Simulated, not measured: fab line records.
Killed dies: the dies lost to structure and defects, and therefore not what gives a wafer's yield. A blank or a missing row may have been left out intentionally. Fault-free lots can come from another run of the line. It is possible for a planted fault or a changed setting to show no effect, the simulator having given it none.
Matching of chambers | flow n5Finfet | 4 sister chambers for N5_BEOL_M14_DESCUM_15 on rieDiel-03
The step chemistry O2, time 7.9 s. 4 wafers are shown with their chamber, then 8 later ones without.

WAFERS, EACH WITH ITS CHAMBER
wafer  | chamber | showerheadPlenumPTorr (Torr)
L083.4 | 2       | 2.14
L090.5 | 0       | 2.07
L090.6 | 3       | 2.02
L092.2 | 1       | 2.01

WAFERS WHOSE CHAMBER IS MISSING
wafer  | showerheadPlenumPTorr (Torr)
L092.4 | 2.07
L092.6 | 2.07
L094.1 | 2.01
L094.2 | 2.13
L094.6 | 2.02
L097.1 | 2.02
L097.2 | 2.01
L097.3 | 2.13

THE CHAMBER EACH PASSED THROUGH
wafer  | from the rows above | in truth
L092.4 | 0                   | 0
L092.6 | 0                   | 0
L094.1 | 1                   | 1
L094.2 | 2                   | 2
L094.6 | 3                   | 3
L097.1 | 3                   | 3
L097.2 | 1                   | 1
L097.3 | 2                   | 2
Placed correctly: 8 of 8. Number that these rows cannot place: 0. Placed wrongly: 0.
How it was worked out, from the rows above alone: a wafer's distance from a chamber is the root of the sum, over the readings, of the square of ((its reading less the chamber's mean) divided by the reading's scatter). The wafer belongs to the nearest chamber; if the next one is less than 2 further off, it can't be placed. Each chamber's mean is taken over the wafers shown for it. The scatter: with one shown wafer a chamber, the root of the mean of the squares of how far each hidden wafer lies from its nearest shown one.
